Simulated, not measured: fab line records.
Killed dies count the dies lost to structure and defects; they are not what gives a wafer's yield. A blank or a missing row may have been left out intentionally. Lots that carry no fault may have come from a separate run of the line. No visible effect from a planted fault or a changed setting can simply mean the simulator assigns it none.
fab line records	flow n5Finfet
record: lots: 24	wafers: 72	lastDay: 17
route steps=1938 shown BEOL_M10@1473 BEOL_M11@1536
lots with no fault: from the same line, run without faults
startH: hours from the record's opening day to when the first of the lot's shown wafers began	waitH: hours since the lot's step before	" unchanged from the row above	L1.1+2: a single row standing in for several wafers	- either no value or no given start	* or withheld: withheld	< > ~ a bound
route shown NAME@n: names a module that has steps shown in the file, with the first one's number in the route	usual: mean/standard deviation taken from wafers without a fault	same: alike in all rows	chamber/n: place in a boat	sites: each site's reading	_std_site: standard deviation across them	_edge_site: inner sites' mean taken away from outer sites' mean	radiusMm: for every site, how far away it sits from the centre of the wafer	mask NAME#n: copy n	behind: the tool/chamber that last shaped the wafer	hold: the reason the lot was held/the length of the hold in hours/how it ended	device: which transistor (n, p or np) failed to switch	end of line: tests of these same wafers at the route's end	a step with no rows: only its recipe	killed: dies lost to structure and defects at the first sort, not the wafer's yield	map: per-die view of a wafer (x killed, . not killed, _ where there is no die)
set.NAME: the setting that was run; set.NAME@STEP: the one run at that earlier step	model.NAME: the simulator's own value behind a step, which no gauge read
route steps across a sampled set of lots; one table per step, one row per wafer
services: the hour from which a tool's chamber was out of use, counted from the record's first day as startH (under 0 if before that day), plus the number of hours and why
== steps ==
step: N5_BEOL_M10_PECVD_70
recipe: material: SiO2	targetThkA: 200	tempC: 400	precursor: TEOS/O2	pressureTorr: 5.5	rfW: 450	teosFlowSccm: 53.8	gas: O2	flowSccm: 3000	timeS: 22.7
usual: heaterPowerW: 680/100	showerheadPlenumPTorr: 8.77/0.079	throttleValvePct: 22.7/1.2
same: timeS: 22.7
lot.wafer	tool	chamber	startH	waitH	heaterPowerW	showerheadPlenumPTorr	sinceWetCleanH	throttleValvePct
L074.2	pecvd-02	1	216.99	0.0	724	8.70	1465	24.0
L074.5	"	0	"	"	577	8.74	-	23.9
L074.6	"	1	"	"	711	8.69	-	23.8
L075.3	pecvd-02	1	218.95	0.1	783	8.72	-	24.1
L075.4	"	0	"	"	549	8.72	-	23.7
L075.5	"	0	"	"	546	8.72	-	23.4
L077.1	pecvd-03	2	219.46	0.0	833	8.74	476	21.6
L077.3	"	0	"	"	566	8.86	1286	22.5
L077.5	"	2	"	"	817	8.76	-	21.9
L076.2	pecvd-02	0	222.43	0.0	623	8.74	745	23.6
L076.4	"	1	"	"	745	8.70	-	24.0
L076.6	"	0	"	"	615	8.74	-	23.6
L079.1	pecvd-02	2	243.65	0.0	637	8.69	12	20.1
L079.4	"	0	"	"	522	8.72	-	23.9
L079.6	"	2	"	"	654	8.67	-	20.1
L080.1	pecvd-03	2	243.91	0.0	801	8.77	500	21.7
L080.3	"	1	"	"	604	8.86	2035	22.8
L080.6	"	0	"	"	569	8.86	-	22.5
L078.1	pecvd-02	1	247.33	0.0	772	8.70	1495	24.1
L078.3	"	2	"	"	635	8.66	16	20.4
L078.6	"	0	"	"	635	8.73	-	24.0
L081.1	pecvd-02	1	253.05	0.0	733	8.68	1501	24.0
L081.4	"	0	"	"	610	8.71	-	23.8
L081.6	"	1	"	"	716	8.67	-	24.1
L082.1	pecvd-03	2	256.35	0.0	817	8.75	513	21.9
L082.4	"	0	"	"	620	8.89	-	22.2
L082.6	"	1	"	"	617	8.89	-	23.1
L083.1	pecvd-02	1	256.64	0.0	640	8.69	1504	23.8
L083.2	"	0	"	"	622	8.71	779	24.0
L083.4	"	0	"	"	638	8.72	-	24.1
L084.3	pecvd-04	0	266.61	0.0	599	8.76	970	23.3
L084.5	"	1	"	"	916	8.81	-	21.9
L084.6	"	0	"	"	592	8.76	-	23.2
L085.2	pecvd-03	1	277.37	0.0	625	8.91	2069	23.2
L085.4	"	0	"	"	676	8.90	-	22.6
L085.6	"	1	"	"	601	8.86	-	22.9
L086.1	pecvd-03	2	284.03	0.0	744	8.75	541	21.9
L086.2	"	1	"	"	652	8.85	2075	22.7
L086.4	"	1	"	"	657	8.87	-	23.0
L087.2	pecvd-03	1	290.61	0.0	570	8.86	2082	23.1
L087.5	"	1	"	"	542	8.90	-	23.0
L087.6	"	0	"	"	621	8.90	-	22.1
L088.2	pecvd-02	1	300.02	0.0	699	8.68	1548	24.1
L088.3	"	0	"	"	549	8.70	823	23.9
L088.5	"	2	"	"	690	8.70	-	20.5
L090.1	pecvd-03	2	300.18	0.0	827	8.74	557	21.9
L090.3	"	0	"	"	680	8.89	1367	22.1
L090.6	"	1	"	"	605	8.85	-	22.9
L091.4	pecvd-02	2	308.99	0.1	722	8.67	-	20.4
L091.5	"	0	"	"	563	8.73	-	23.8
L091.6	"	1	"	"	755	8.68	-	24.0
L089.2	pecvd-02	0	309.41	0.0	617	8.72	832	24.0
L089.3	"	1	"	"	670	8.68	1557	24.1
L089.6	"	2	"	"	640	8.67	-	20.7
L092.1	pecvd-03	0	321.16	0.0	686	8.91	1388	22.1
L092.4	"	1	"	"	636	8.87	-	22.8
L092.6	"	0	"	"	657	8.86	-	22.4
L093.1	pecvd-04	0	331.61	0.0	638	8.77	1035	23.2
L093.4	"	1	"	"	931	8.83	-	22.0
L093.5	"	0	"	"	660	8.78	-	23.5
L094.2	pecvd-04	1	334.68	0.0	848	8.82	1764	21.7
L094.3	"	0	"	"	683	8.75	1039	23.2
L094.4	"	1	"	"	863	8.84	-	21.9
L095.1	pecvd-03	0	334.87	0.0	551	8.92	1401	22.2
L095.3	"	1	"	"	552	8.89	2126	23.2
L095.4	"	0	"	"	559	8.90	-	22.3
L096.2	pecvd-02	2	347.91	0.0	666	8.68	117	20.7
L096.3	"	0	"	"	529	8.72	871	24.5
L096.6	"	1	"	"	741	8.66	-	24.0
L097.1	pecvd-03	0	352.29	0.0	559	8.89	1419	22.1
L097.4	"	2	"	"	823	8.76	-	21.8
L097.5	"	0	"	"	568	8.89	-	22.4
step: N5_BEOL_M10_INSPECT_13
recipe: mode: adi	inspectInstrument: brightfield
usual: rawDefectCount: 412/84
lot.wafer	tool	chamber	startH	waitH	rawDefectCount
L074.2	defectInspect-02	-	218.48	0.0	364
L074.5	"	-	"	"	294
L074.6	"	-	"	"	411
L075.3	defectInspect-01	-	221.07	0.0	401
L075.4	"	-	"	"	563
L075.5	"	-	"	"	477
L077.1	defectInspect-01	-	221.25	0.0	342
L077.3	"	-	"	"	497
L077.5	"	-	"	"	504
L076.2	defectInspect-01	-	225.14	0.0	437
L076.4	"	-	"	"	561
L076.6	"	-	"	"	426
L079.1	defectInspect-01	-	246.92	0.0	449
L079.4	"	-	"	"	334
L079.6	"	-	"	"	442
L080.1	defectInspect-02	-	247.22	0.0	347
L080.3	"	-	"	"	325
L080.6	"	-	"	"	353
L078.1	defectInspect-01	-	248.50	0.0	458
L078.3	"	-	"	"	482
L078.6	"	-	"	"	402
L081.1	defectInspect-01	-	253.93	0.0	381
L081.4	"	-	"	"	501
L081.6	"	-	"	"	444
L082.1	defectInspect-02	-	259.04	0.0	386
L082.4	"	-	"	"	641
L082.6	"	-	"	"	410
L083.1	defectInspect-02	-	259.81	0.0	416
L083.2	"	-	"	"	338
L083.4	"	-	"	"	436
L084.3	defectInspect-02	-	269.12	0.0	449
L084.5	"	-	"	"	473
L084.6	"	-	"	"	498
L085.2	defectInspect-02	-	278.52	0.0	352
L085.4	"	-	"	"	395
L085.6	"	-	"	"	315
L086.1	defectInspect-01	-	285.04	0.0	482
L086.2	"	-	"	"	529
L086.4	"	-	"	"	435
L087.2	defectInspect-02	-	291.87	0.0	481
L087.5	"	-	"	"	418
L087.6	"	-	"	"	406
L088.2	defectInspect-01	-	302.16	0.0	486
L088.3	"	-	"	"	415
L088.5	"	-	"	"	335
L090.1	defectInspect-02	-	302.37	0.0	417
L090.3	"	-	"	"	397
L090.6	"	-	"	"	433
L091.4	defectInspect-02	-	310.21	0.0	590
L091.5	"	-	"	"	436
L091.6	"	-	"	"	454
L089.2	defectInspect-02	-	310.37	0.0	226
L089.3	"	-	"	"	456
L089.6	"	-	"	"	396
L092.1	defectInspect-01	-	324.46	0.0	310
L092.4	"	-	"	"	290
L092.6	"	-	"	"	418
L093.1	defectInspect-02	-	332.94	0.0	393
L093.4	"	-	"	"	395
L093.5	"	-	"	"	331
L094.2	defectInspect-01	-	336.30	0.0	352
L094.3	"	-	"	"	458
L094.4	"	-	"	"	288
L095.1	defectInspect-01	-	336.50	0.0	334
L095.3	"	-	"	"	480
L095.4	"	-	"	"	416
L096.2	defectInspect-02	-	348.52	0.0	539
L096.3	"	-	"	"	350
L096.6	"	-	"	"	288
L097.1	defectInspect-01	-	353.92	0.0	454
L097.4	"	-	"	"	511
L097.5	"	-	"	"	473
step: N5_BEOL_M10_ETCH_62
recipe: chemistry: N2/H2	target: SOC	targetDepthA: 1100	overetchA: 220	maskMaterial: SiARC	tempC: 40	timeS: 165	ionEnergyEv: 200	pressureMtorr: 30	sourceW: 840	biasW: 150	n2FlowSccm: 200	h2FlowSccm: 200
usual: drypumpMotorCurrentA: 5.9/0.57	n2FlowSccm: 199.9/0.61	oesProductAu: 0.67/0.06	rfVppV: 523.4/2.2	showerheadPlenumPTorr: 2.52/0.078	throttleValvePct: 17.86/0.26
same: timeS: 165
lot.wafer	tool	chamber	startH	waitH	drypumpMotorCurrentA	n2FlowSccm	oesProductAu	rfHoursCounterH	rfVppV	showerheadPlenumPTorr	throttleValvePct
L074.2	rieDiel-06	2	218.63	0.0	5.9	198.8	0.60	174	520.4	2.43	17.67
L074.5	"	3	"	"	4.9	200.8	0.66	-	524.4	2.57	18.05
L074.6	"	0	"	"	6.9	199.4	0.65	-	519.8	2.45	17.54
L075.3	rieDiel-06	3	221.34	0.0	4.9	200.1	0.66	110	524.3	2.57	18.03
L075.4	"	0	"	"	6.8	200.1	0.66	125	520.6	2.45	17.54
L075.5	"	1	"	"	5.7	199.7	0.63	-	526.4	2.65	18.25
L077.1	rieDiel-06	0	221.59	0.0	6.8	199.6	0.65	125	521.3	2.45	17.54
L077.3	"	3	"	"	4.9	200.0	0.66	110	525.5	2.56	18.06
L077.5	"	3	"	"	4.9	200.0	0.66	-	524.9	2.56	18.06
L076.2	rieDiel-06	3	225.56	0.0	4.9	199.4	0.67	110	525.0	2.56	18.06
L076.4	"	1	"	"	5.7	199.9	0.62	159	527.3	2.65	18.25
L076.6	"	1	"	"	5.7	200.4	0.62	-	527.1	2.65	18.24
L079.1	rieDiel-04	0	247.04	0.0	6.5	200.0	0.77	15	523.1	2.49	17.54
L079.4	"	1	"	"	5.9	200.0	0.76	28	522.1	2.49	17.72
L079.6	"	3	"	"	6.0	199.8	0.68	-	527.1	2.68	17.74
L080.1	rieDiel-04	2	247.34	0.0	5.9	198.7	0.67	97	523.6	2.46	17.92
L080.3	"	1	"	"	6.0	199.5	0.76	28	524.8	2.49	17.73
L080.6	"	1	"	"	6.0	200.2	0.76	-	523.0	2.49	17.73
L078.1	rieDiel-02	1	248.74	0.0	5.5	199.4	0.59	233	524.6	2.62	18.17
L078.3	"	2	"	"	6.5	200.3	0.68	107	524.2	2.56	17.96
L078.6	"	3	"	"	5.1	200.5	0.57	-	523.3	2.51	18.48
L081.1	rieDiel-04	0	254.73	0.0	6.5	199.7	0.77	18	522.8	2.48	17.54
L081.4	"	1	"	"	6.0	200.0	0.76	32	521.3	2.49	17.73
L081.6	"	1	"	"	6.0	199.9	0.76	-	520.5	2.49	17.73
L082.1	rieDiel-02	1	259.16	0.0	5.5	200.0	0.59	238	524.3	2.62	18.19
L082.4	"	2	"	"	6.5	199.1	0.68	-	523.3	2.56	17.99
L082.6	"	1	"	"	5.5	199.5	0.59	-	527.7	2.62	18.17
L083.1	rieDiel-02	2	259.94	0.0	6.5	199.8	0.67	113	525.0	2.56	18.01
L083.2	"	1	"	"	5.5	199.8	0.58	239	526.6	2.62	18.18
L083.4	"	0	"	"	5.3	201.2	0.71	-	522.4	2.48	17.55
L084.3	rieDiel-02	2	269.23	0.0	6.5	200.1	0.68	118	523.6	2.56	18.02
L084.5	"	1	"	"	5.5	200.5	0.58	-	525.2	2.62	18.20
L084.6	"	0	"	"	5.3	199.6	0.71	-	521.5	2.48	17.56
L085.2	rieDiel-02	1	278.76	0.0	5.5	198.9	0.58	248	526.5	2.62	18.20
L085.4	"	3	"	"	5.1	199.5	0.83	2	523.0	2.51	18.08
L085.6	"	2	"	"	6.5	200.3	0.67	-	524.4	2.56	18.02
L086.1	rieDiel-06	0	285.49	0.0	6.8	200.2	0.64	148	521.1	2.44	17.58
L086.2	"	2	"	"	6.0	199.5	0.59	195	521.6	2.42	17.71
L086.4	"	3	"	"	4.9	201.2	0.65	132	523.9	2.56	18.09
L087.2	rieDiel-02	3	291.99	0.0	5.1	198.9	0.80	8	523.9	2.51	18.08
L087.5	"	2	"	"	6.4	198.9	0.67	-	523.7	2.55	18.02
L087.6	"	3	"	"	5.1	200.0	0.79	-	524.4	2.51	18.10
L088.2	rieDiel-04	1	302.63	0.0	6.0	200.0	0.73	48	522.0	2.48	17.76
L088.3	"	0	"	"	6.6	198.9	0.75	35	521.6	2.48	17.56
L088.5	"	0	"	"	6.5	199.4	0.74	-	521.3	2.48	17.55
L090.1	rieDiel-02	2	302.74	0.0	6.5	200.6	0.66	134	523.7	2.55	18.02
L090.3	"	1	"	"	5.5	200.2	0.82	1	525.0	2.62	17.76
L090.6	"	3	"	"	5.1	200.3	0.78	-	522.1	2.50	18.09
L091.4	rieDiel-06	0	310.33	0.0	6.8	200.1	0.63	157	519.4	2.44	17.59
L091.5	"	1	"	"	5.7	200.3	0.60	-	527.4	2.64	18.30
L091.6	"	0	"	"	6.8	199.3	0.63	-	521.7	2.44	17.61
L089.2	rieDiel-04	3	310.60	0.0	6.0	200.2	0.66	108	526.1	2.67	17.78
L089.3	"	1	"	"	5.9	200.6	0.73	51	523.5	2.48	17.76
L089.6	"	0	"	"	6.5	199.9	0.74	-	522.8	2.48	17.56
L092.1	rieDiel-04	0	324.58	0.0	6.5	200.1	0.73	42	524.1	2.48	17.57
L092.4	"	3	"	"	6.0	199.8	0.66	113	526.0	2.67	17.78
L092.6	"	2	"	"	5.9	200.8	0.65	-	522.9	2.45	17.97
L093.1	rieDiel-06	3	333.34	0.0	4.9	199.6	0.64	149	523.7	2.55	18.12
L093.4	"	1	"	"	5.7	200.5	0.59	194	526.8	2.63	18.30
L093.5	"	3	"	"	4.9	200.1	0.63	-	523.5	2.55	18.10
L094.2	rieDiel-06	3	336.53	0.0	4.9	199.9	0.63	151	523.6	2.55	18.11
L094.3	"	1	"	"	5.7	201.3	0.59	196	527.0	2.63	18.31
L094.4	"	0	"	"	6.9	200.3	0.62	166	520.5	2.43	17.61
L095.1	rieDiel-04	0	336.67	0.0	6.6	198.6	0.73	47	521.2	2.47	17.57
L095.3	"	3	"	"	6.0	200.5	0.66	117	527.1	2.67	17.79
L095.4	"	1	"	"	6.0	200.5	0.72	60	521.1	2.48	17.77
L096.2	rieDiel-02	0	348.63	0.0	5.3	199.2	0.67	92	521.9	2.47	17.63
L096.3	"	3	"	"	5.1	198.8	0.75	30	524.0	2.50	18.15
L096.6	"	0	"	"	5.3	199.1	0.68	-	522.0	2.47	17.62
L097.1	rieDiel-04	0	354.04	0.0	6.5	199.7	0.71	52	521.8	2.47	17.58
L097.4	"	1	"	"	6.0	199.6	0.71	-	521.8	2.47	17.78
L097.5	"	0	"	"	6.5	199.9	0.72	-	522.3	2.47	17.58
step: N5_BEOL_M10_SPUTTER_48
recipe: material: Cu	targetThkA: 120	tempC: -20	biasV: 60	powerW: 26000	chamberPressurePa: 0.13	timeS: 2
usual: cathodeDcPowerW: 26000/4.6	substrateTempC: -20.00/0.091	throttleValvePct: 29.9/1.4
same: timeS: 2
lot.wafer	tool	chamber	startH	waitH	cathodeDcPowerW	substrateTempC	throttleValvePct
L074.2	pvdSputter-03	-	221.73	0.2	26001	-20.13	27.8
L074.5	"	-	"	"	26001	-19.95	27.9
L074.6	"	-	"	"	26000	-19.94	32.0
L077.1	pvdSputter-01	-	226.08	0.1	25996	-19.93	30.4
L077.3	"	-	"	"	26001	-20.26	31.3
L077.5	"	-	"	"	26007	-19.89	28.3
L075.3	pvdSputter-02	-	226.53	0.1	26002	-19.96	28.0
L075.4	"	-	"	"	26010	-19.94	29.5
L075.5	"	-	"	"	25997	-19.94	28.1
L076.2	pvdSputter-03	-	231.09	0.1	25997	-20.03	27.8
L076.4	"	-	"	"	26001	-20.22	32.4
L076.6	"	-	"	"	26003	-19.93	29.8
L079.1	pvdSputter-03	-	251.69	0.1	25996	-19.99	31.4
L079.4	"	-	"	"	25998	-20.10	28.2
L079.6	"	-	"	"	25997	-19.98	31.2
L078.1	pvdSputter-01	-	252.37	0.1	26000	-20.09	31.1
L078.3	"	-	"	"	26008	-20.03	28.4
L078.6	"	-	"	"	26001	-19.75	30.2
L080.1	pvdSputter-03	-	252.76	0.1	26003	-19.93	32.2
L080.3	"	-	"	"	25998	-20.06	29.8
L080.6	"	-	"	"	25995	-19.91	32.3
L081.1	pvdSputter-01	-	259.48	0.1	26005	-19.93	31.2
L081.4	"	-	"	"	26006	-20.09	30.5
L081.6	"	-	"	"	26004	-19.95	29.0
L083.1	pvdSputter-01	-	264.29	0.3	25996	-19.98	28.4
L083.2	"	-	"	"	25997	-20.00	30.9
L083.4	"	-	"	"	26004	-20.04	29.3
L082.1	pvdSputter-02	-	264.57	0.2	25994	-20.08	29.7
L082.4	"	-	"	"	25995	-19.96	29.6
L082.6	"	-	"	"	25998	-20.01	29.8
L084.3	pvdSputter-01	-	273.85	0.1	25995	-20.12	29.0
L084.5	"	-	"	"	25998	-20.13	28.1
L084.6	"	-	"	"	25993	-20.01	31.1
L085.2	pvdSputter-03	-	282.39	0.1	25996	-20.05	29.8
L085.4	"	-	"	"	25998	-20.06	28.4
L085.6	"	-	"	"	26002	-20.01	31.5
L086.1	pvdSputter-03	-	289.23	0.2	26002	-20.00	31.4
L086.2	"	-	"	"	25999	-19.85	29.8
L086.4	"	-	"	"	26000	-20.03	27.8
L087.2	pvdSputter-03	-	296.61	0.1	25997	-20.18	31.5
L087.5	"	-	"	"	26000	-19.89	32.3
L087.6	"	-	"	"	26001	-19.88	27.9
L088.2	pvdSputter-03	-	307.20	0.6	26001	-20.28	28.0
L088.3	"	-	"	"	25997	-20.00	32.4
L088.5	"	-	"	"	25997	-19.99	29.9
L090.1	pvdSputter-03	-	307.40	0.1	25995	-20.07	32.3
L090.3	"	-	"	"	26002	-19.88	28.3
L090.6	"	-	"	"	25999	-19.91	27.9
L091.4	pvdSputter-02	-	313.40	0.0	26003	-19.98	29.4
L091.5	"	-	"	"	25998	-20.10	28.0
L091.6	"	-	"	"	25995	-20.16	29.9
L089.2	pvdSputter-02	-	315.82	0.1	26001	-19.95	29.5
L089.3	"	-	"	"	26001	-19.76	27.7
L089.6	"	-	"	"	25993	-19.80	28.0
L092.1	pvdSputter-01	-	329.99	0.2	25996	-19.95	28.2
L092.4	"	-	"	"	25996	-20.06	31.1
L092.6	"	-	"	"	26000	-19.92	28.3
L093.1	pvdSputter-01	-	338.46	1.1	26002	-19.97	31.1
L093.4	"	-	"	"	25999	-19.95	30.3
L093.5	"	-	"	"	25999	-19.87	29.1
L095.1	pvdSputter-01	-	340.04	0.3	26000	-19.99	31.1
L095.3	"	-	"	"	26004	-19.93	28.4
L095.4	"	-	"	"	26001	-20.00	30.2
L094.2	pvdSputter-01	-	340.36	0.1	26005	-20.11	28.4
L094.3	"	-	"	"	25988	-19.95	31.0
L094.4	"	-	"	"	26002	-20.03	29.0
L096.2	pvdSputter-03	-	353.59	0.2	26004	-20.08	32.0
L096.3	"	-	"	"	25994	-19.89	29.7
L096.6	"	-	"	"	25994	-19.99	31.4
L097.1	pvdSputter-01	-	357.37	0.3	25994	-20.06	29.1
L097.4	"	-	"	"	25994	-20.00	28.4
L097.5	"	-	"	"	26009	-20.02	31.3
step: N5_BEOL_M11_ILD_DEP_00
recipe: material: SiCOH_lowk	targetThkA: 3085.1	tempC: 300	precursor: DEMS/porogen	pressureTorr: 5	rfW: 500	timeS: 58
usual: heaterPowerW: 334/58	showerheadPlenumPTorr: 5.740/0.015	throttleValvePct: 14.0/0.58
same: timeS: 58
lot.wafer	tool	chamber	startH	waitH	heaterPowerW	showerheadPlenumPTorr	sinceWetCleanH	throttleValvePct
L074.2	pecvd-01	0	222.74	0.0	409	5.737	1108	14.4
L074.5	"	1	"	"	377	5.729	-	14.7
L074.6	"	2	"	"	327	5.717	-	13.4
L077.1	pecvd-03	0	227.33	0.0	244	5.762	1294	13.8
L077.3	"	2	"	"	368	5.732	484	13.6
L077.5	"	1	"	"	260	5.755	-	14.3
L075.3	pecvd-04	0	227.62	0.1	292	5.736	-	13.9
L075.4	"	2	"	"	401	5.761	-	13.0
L075.5	"	0	"	"	301	5.737	-	14.2
L076.2	pecvd-01	0	232.60	0.0	336	5.742	1118	14.7
L076.4	"	1	"	"	423	5.749	-	14.6
L076.6	"	2	"	"	305	5.720	-	13.6
L079.1	pecvd-01	0	252.71	0.0	367	5.738	1138	14.7
L079.4	"	2	"	"	317	5.726	-	13.4
L079.6	"	0	"	"	388	5.718	-	14.6
L078.1	pecvd-01	0	253.54	0.0	384	5.736	1139	14.6
L078.3	"	2	"	"	306	5.717	385	13.4
L078.6	"	0	"	"	400	5.748	-	14.8
L080.1	pecvd-01	0	253.79	0.0	375	5.753	1139	14.7
L080.3	"	1	"	"	403	5.755	1864	14.8
L080.6	"	0	"	"	391	5.725	-	14.8
L081.1	pecvd-01	2	261.01	0.0	309	5.718	392	13.2
L081.4	"	0	"	"	335	5.731	-	14.8
L081.6	"	2	"	"	313	5.725	-	13.5
L083.1	pecvd-01	2	265.71	0.0	298	5.718	397	13.4
L083.2	"	1	"	"	427	5.732	1876	14.6
L083.4	"	1	"	"	352	5.746	-	14.7
L082.1	pecvd-01	2	266.16	0.0	292	5.715	397	13.4
L082.4	"	0	"	"	402	5.729	-	14.7
L082.6	"	2	"	"	301	5.718	-	13.3
L084.3	pecvd-03	0	274.88	0.0	234	5.761	1341	13.9
L084.5	"	1	"	"	265	5.762	-	13.8
L084.6	"	2	"	"	369	5.737	-	13.5
L085.2	pecvd-03	0	283.87	0.0	252	5.748	1350	13.6
L085.4	"	0	"	"	260	5.751	-	13.6
L085.6	"	2	"	"	374	5.753	-	13.8
L086.1	pecvd-03	2	290.25	0.0	337	5.735	547	13.6
L086.2	"	1	"	"	250	5.762	2082	14.2
L086.4	"	0	"	"	275	5.764	-	14.0
L087.2	pecvd-01	0	297.63	0.0	342	5.750	1183	14.6
L087.5	"	1	"	"	421	5.732	-	14.6
L087.6	"	2	"	"	326	5.728	-	13.5
L088.2	pecvd-03	2	308.26	0.0	379	5.736	565	13.5
L088.3	"	0	"	"	282	5.759	1375	13.8
L088.5	"	0	"	"	226	5.763	-	13.8
L090.1	pecvd-03	2	308.52	0.0	323	5.733	565	13.5
L090.3	"	1	"	"	267	5.765	2100	14.2
L090.6	"	0	"	"	259	5.758	-	13.5
L091.4	pecvd-01	1	314.45	0.1	408	5.740	-	14.8
L091.5	"	0	"	"	362	5.731	-	14.6
L091.6	"	2	"	"	318	5.713	-	13.3
L089.2	pecvd-04	2	316.93	0.0	320	5.740	251	13.1
L089.3	"	1	"	"	452	5.755	1746	13.5
L089.6	"	0	"	"	252	5.732	-	14.5
L092.1	pecvd-03	1	331.52	0.0	240	5.763	2123	14.2
L092.4	"	0	"	"	256	5.779	-	14.0
L092.6	"	1	"	"	242	5.751	-	14.3
L093.1	pecvd-01	1	339.48	0.0	382	5.755	1950	14.5
L093.4	"	1	"	"	397	5.744	-	14.7
L093.5	"	0	"	"	396	5.736	-	14.7
L095.1	pecvd-04	2	341.06	0.0	335	5.750	276	13.4
L095.3	"	0	"	"	289	5.735	1045	14.8
L095.4	"	0	"	"	295	5.734	-	14.7
L094.2	pecvd-04	1	341.39	0.0	410	5.759	1770	13.3
L094.3	"	2	"	"	407	5.743	276	13.6
L094.4	"	0	"	"	281	5.747	-	14.2
L096.2	pecvd-01	2	354.61	0.0	319	5.719	486	13.4
L096.3	"	0	"	"	373	5.733	1240	14.5
L096.6	"	0	"	"	400	5.750	-	14.7
L097.1	pecvd-01	0	358.48	0.0	358	5.752	1244	15.0
L097.4	"	2	"	"	307	5.717	-	13.6
L097.5	"	1	"	"	399	5.738	-	14.7
step: N5_BEOL_M11_HM_DEP_02
recipe: material: TiN	targetThkA: 200	tempC: 25	chamberPressurePa: 0.49996
usual: substrateTempC: 25.00/0.11	throttleValvePct: 29.6/1.3
lot.wafer	tool	chamber	startH	waitH	substrateTempC	throttleValvePct
L074.2	pvdSputter-02	-	224.95	1.6	25.06	29.6
L074.5	"	-	"	"	24.98	29.6
L074.6	"	-	"	"	24.85	29.5
L077.1	pvdSputter-01	-	229.18	1.2	25.04	29.1
L077.3	"	-	"	"	25.18	31.0
L077.5	"	-	"	"	25.19	28.4
L075.3	pvdSputter-02	-	229.87	1.4	24.95	29.4
L075.4	"	-	"	"	25.00	28.0
L075.5	"	-	"	"	24.92	29.2
L076.2	pvdSputter-01	-	233.64	0.2	25.10	29.0
L076.4	"	-	"	"	25.02	31.2
L076.6	"	-	"	"	24.81	28.1
L079.1	pvdSputter-03	-	253.92	0.6	24.99	29.8
L079.4	"	-	"	"	25.04	31.3
L079.6	"	-	"	"	25.05	31.1
L078.1	pvdSputter-02	-	254.79	0.4	25.23	29.6
L078.3	"	-	"	"	24.89	29.5
L078.6	"	-	"	"	25.03	27.9
L080.1	pvdSputter-02	-	255.17	0.7	24.83	29.3
L080.3	"	-	"	"	24.98	27.8
L080.6	"	-	"	"	25.05	28.1
L081.1	pvdSputter-01	-	262.77	1.1	25.00	28.9
L081.4	"	-	"	"	24.99	30.3
L081.6	"	-	"	"	24.94	29.1
L083.1	pvdSputter-03	-	268.35	2.0	25.04	32.1
L083.2	"	-	"	"	24.98	29.4
L083.4	"	-	"	"	25.19	28.0
L082.1	pvdSputter-03	-	268.67	1.9	24.68	27.7
L082.4	"	-	"	"	25.03	29.5
L082.6	"	-	"	"	24.78	29.6
L084.3	pvdSputter-02	-	277.36	1.8	25.00	29.6
L084.5	"	-	"	"	24.79	29.3
L084.6	"	-	"	"	25.05	28.0
L085.2	pvdSputter-03	-	285.11	0.6	24.92	29.8
L085.4	"	-	"	"	25.07	32.2
L085.6	"	-	"	"	25.03	32.4
L086.1	pvdSputter-01	-	292.52	1.1	25.06	28.4
L086.2	"	-	"	"	25.10	31.1
L086.4	"	-	"	"	25.16	30.3
L087.2	pvdSputter-02	-	301.18	2.9	25.09	29.4
L087.5	"	-	"	"	25.12	27.8
L087.6	"	-	"	"	24.94	29.8
L088.2	pvdSputter-02	-	309.62	0.7	24.97	30.1
L088.3	"	-	"	"	25.00	29.5
L088.5	"	-	"	"	25.10	29.6
L090.1	pvdSputter-02	-	309.72	0.6	24.90	29.7
L090.3	"	-	"	"	24.96	29.4
L090.6	"	-	"	"	24.87	30.0
L091.4	pvdSputter-02	-	316.34	1.3	25.21	29.5
L091.5	"	-	"	"	25.16	29.5
L091.6	"	-	"	"	24.78	29.3
L089.2	pvdSputter-01	-	318.39	0.8	24.77	29.0
L089.3	"	-	"	"	25.10	31.2
L089.6	"	-	"	"	24.96	31.1
L092.1	pvdSputter-02	-	332.89	0.0	25.10	27.9
L092.4	"	-	"	"	25.16	27.8
L092.6	"	-	"	"	25.14	29.8
L093.1	pvdSputter-02	-	341.68	0.7	25.04	29.4
L093.4	"	-	"	"	25.07	29.7
L093.5	"	-	"	"	25.03	27.8
L095.1	pvdSputter-01	-	342.44	0.3	24.99	31.3
L095.3	"	-	"	"	25.10	28.3
L095.4	"	-	"	"	24.87	30.3
L094.2	pvdSputter-03	-	345.28	1.8	25.09	32.5
L094.3	"	-	"	"	25.13	29.9
L094.4	"	-	"	"	25.18	28.2
L096.2	pvdSputter-01	-	355.91	0.7	24.98	31.3
L096.3	"	-	"	"	24.97	28.3
L096.6	"	-	"	"	25.00	28.3
L097.1	pvdSputter-03	-	360.13	0.5	24.85	27.8
L097.4	"	-	"	"	24.98	31.3
L097.5	"	-	"	"	24.64	32.4
== services ==
tool	chamber	startH	hours	kind
pecvd-04	-	197.88	0.6	repair
pecvd-02	2	202.38	-	clean
pecvd-02	2	202.38	-	consumableReplace:showerhead
pecvd-02	2	202.38	29.0	scheduledDown
pecvd-02	2	202.38	29.0	ventCycle
rieDiel-04	1	209.25	5.5	repair
rieDiel-04	0	234.06	1.5	repair
rieDiel-02	3	252.44	-	clean
rieDiel-02	3	252.44	-	consumableReplace:focusRing
rieDiel-02	3	252.44	23.4	scheduledDown
rieDiel-02	3	252.44	23.4	ventCycle
pecvd-02	2	256.98	2.1	scheduledDown
pecvd-03	0	267.79	5.5	scheduledDown
pecvd-01	1	271.54	5.0	scheduledDown
rieDiel-02	1	284.06	-	clean
rieDiel-02	1	284.06	-	consumableReplace:focusRing
rieDiel-02	1	284.06	13.9	scheduledDown
rieDiel-02	1	284.06	13.9	ventCycle
pecvd-04	-	304.29	2.8	pm
pecvd-04	2	309.11	4.2	repair
rieDiel-04	1	342.58	5.9	repair
pecvd-03	0	343.85	2.1	scheduledDown
pvdSputter-01	-	347.55	1.5	repair
rieDiel-04	3	353.66	5.1	repair
== key ==
fault none
